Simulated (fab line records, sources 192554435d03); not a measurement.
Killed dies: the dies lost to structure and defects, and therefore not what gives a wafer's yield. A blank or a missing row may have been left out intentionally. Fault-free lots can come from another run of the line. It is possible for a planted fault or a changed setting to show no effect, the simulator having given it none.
A lot that was struck, set against a sound lot / flow n5_finfet / 37 out of 1938 route steps
Sound: wafers L646.3, L646.4, L646.5. The struck wafers were L640.1, L640.5, L640.6. The cause is given at the end.
Per side, at each step with rows, come the tool, then ch with its chambers, and then its first start. Under that, the readings that differ: sound wafers / struck wafers / difference of the means / sigmas: that difference in standard deviations of wafers without a fault.
alike: a reading whose means differ by less than 2 such deviations, as well as words and numbers matching on both sides. not compared: withheld readings; readings where some wafer has no value; bounds like >300 that might hide an equal value; numbers whose values overlap and for which the record gives no deviation.
A row with sigmas, a row that says differs or no value, or rows on one side alone: a step with any of these is where the two part. Numbers that have no deviation but don't overlap get no sigmas and don't part them. A reading that every wafer of one side lacks parts them only if that side has two wafers or more.

first, 9 steps without rows for these wafers: N5_BEOL_M4_ANNEAL_95 (time 240 s); N5_BEOL_M4_SPUTTER_96 (material Cu, target thk 4.5 nm, time 8.29 s); N5_BEOL_M4_ECD_50 (material Cu, target thk 300 nm); N5_BEOL_M4_ANNEAL_51 (time 90 s); N5_BEOL_M4_CMP_52 (polishes, stops on SiOC, t overpolish 6.8 s, target thk 40 nm); N5_BEOL_M4_PRE_CLEAN_60 (time 15 s); N5_BEOL_M4_CO_CAP_55 (material Co, precursor CCTBA/H2, target thk 2 nm, time 102.1 s); N5_BEOL_M4_PRE_CLEAN_56 (time 15 s); N5_BEOL_M4_DEP_57 (deposits SiCN from 3MS/NH3, target thk 8 nm, time 14 s).
N5_BEOL_M4_RC_MEAS_101:
  sound on prober-02 ch 0, day 14 20:28; struck on prober-02 ch 0, day 13 02:02
  alike: DIBL_N, DIBL_P, IOFF_N, IOFF_P, ION_N, ION_P, SS_N, SS_P, VT_N, VT_P
then, 24 steps without rows for these wafers: N5_BEOL_M5_ILD_DEP_00 (deposits SiCOH lowk from DEMS/porogen, target thk 140.64 nm, time 25.9 s); N5_BEOL_M5_CURE_79 (cures SiCOH lowk, time 240 s); N5_BEOL_M5_PECVD_70 (deposits SiO2 from TEOS/O2, target thk 16 nm, time 18 s); N5_BEOL_M5_HM_DEP_02 (deposits TiN, target thk 20 nm); N5_BEOL_M5_COAT_59 (time 60 s, resist thk 60 nm); N5_BEOL_M5_COAT_60 (time 60 s, resist thk 12 nm); N5_BEOL_M5_COAT_71 (time 60 s, resist thk 5 nm); N5_BEOL_M5_COAT_05 (resist thk 30 nm); N5_BEOL_M5_EBR_07; N5_BEOL_M5_SOFTBAKE_06 (time 60 s); N5_BEOL_M5_EXPOSE_08 (exposes mask M5, target cd 28 nm); N5_BEOL_M5_PEB_09 (peb time 60 s); N5_BEOL_M5_DEVELOP_10 (develop time 30 s); N5_BEOL_M5_DESCUM_16 (chemistry O2, time 7 s); N5_BEOL_M5_ETCH_72 (etches underlayer in N2/H2, target depth 6.5 nm, time 5.2 s); N5_BEOL_M5_ETCH_61 (etches SiARC in CF4, target depth 15.6 nm, time 26 s); N5_BEOL_M5_ETCH_62 (etches SOC in N2/H2, target depth 75 nm, overetch 15 nm, time 112.5 s); N5_BEOL_M5_STRIP_63 (strips in N2/H2); N5_BEOL_M5_STRIP_73 (strips in N2/H2); N5_BEOL_M5_STRIP_64 (strips in CF4); N5_BEOL_M5_HM_OPEN_17 (chemistry Cl2/BCl3, target TiN, target depth 20 nm, overetch 6 nm); N5_BEOL_M5_STRIP_19 (strips in O2); N5_BEOL_M5_COAT_65 (time 60 s, resist thk 60 nm); N5_BEOL_M5_COAT_66 (time 60 s, resist thk 12 nm).
-- record jumps: 3 days separate the struck wafers' starts on either side; left off in module BEOL_M5, taken up again in module BEOL_M12, whose first shown step is the route's number 1636 --
N5_BEOL_M12_ETCH_67: etches SiARC in CF4, target depth 143 nm, time 238.3 s.
  sound on rie_diel-01 ch 0,3, day 17 15:57; struck on rie_diel-01 ch 1,2, day 15 17:55
  no value came back on the struck wafers for any of 9 readings (bias_w (W), cf4_flow_sccm (sccm) and others); on the sound wafers bias_w (W) reads 35.73 35.84 36.08
reading=model.coat_of_BEOL_M12_COAT_22.thk_nm (nm); sound=212.8 212.2 211.8; struck=282.6 281.4 281.6; difference=+69.6; sigmas=
  not compared: rf_hours_counter_h
N5_BEOL_M12_OCD_MEAS_35:
  sound on ocd-02 at day 17 16:26; struck on ocd-01 at day 15 18:25
reading=trench_depth_nm (nm); sound=309 317 314; struck=- - -; difference=no value on the struck wafers; sigmas=
N5_PASSIVATION_PROBE_49:
  sound on prober-01 at day 19 02:25; struck on prober-01 at day 17 05:55
reading=defect_limited_yield (%); sound=90.7 89.9 87.9; struck=0 0 0; difference=-90; sigmas=-56
reading=killed_at_M4_up; sound=15 12 16; struck=1088 1107 1085; difference=+1079; sigmas=+99 or more
reading=killed_dies; sound=110 119 143; struck=1180 1180 1180; difference=+1056; sigmas=+59
reading=killed_on_rim; sound=12 13 29; struck=152 152 152; difference=+134; sigmas=+34
reading=sort_bin_5_function (%); sound=5.2 6.0 6.9; struck=96.1 96.9 96.9; difference=+90.6; sigmas=+91
reading=sort_n_pass; sound=1070 1061 1037; struck=0 0 0; difference=-1056; sigmas=-59
reading=sort_yield_pct (%); sound=90.7 89.9 87.9; struck=0 0 0; difference=-90; sigmas=-56
  alike: killed_at_M0_to_M3, killed_at_contacts, killed_at_front_end, killed_at_other, killed_open, killed_short, sort_bin_6_memory

WHERE THEY PART
Last at N5_PASSIVATION_PROBE_49 as far as this record goes, first at N5_BEOL_M12_ETCH_67.

WHY: the cause the simulator had injected
Whole step skipped at N5_BEOL_M12_ETCH_67 on rie_diel-01, starting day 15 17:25. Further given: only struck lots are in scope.
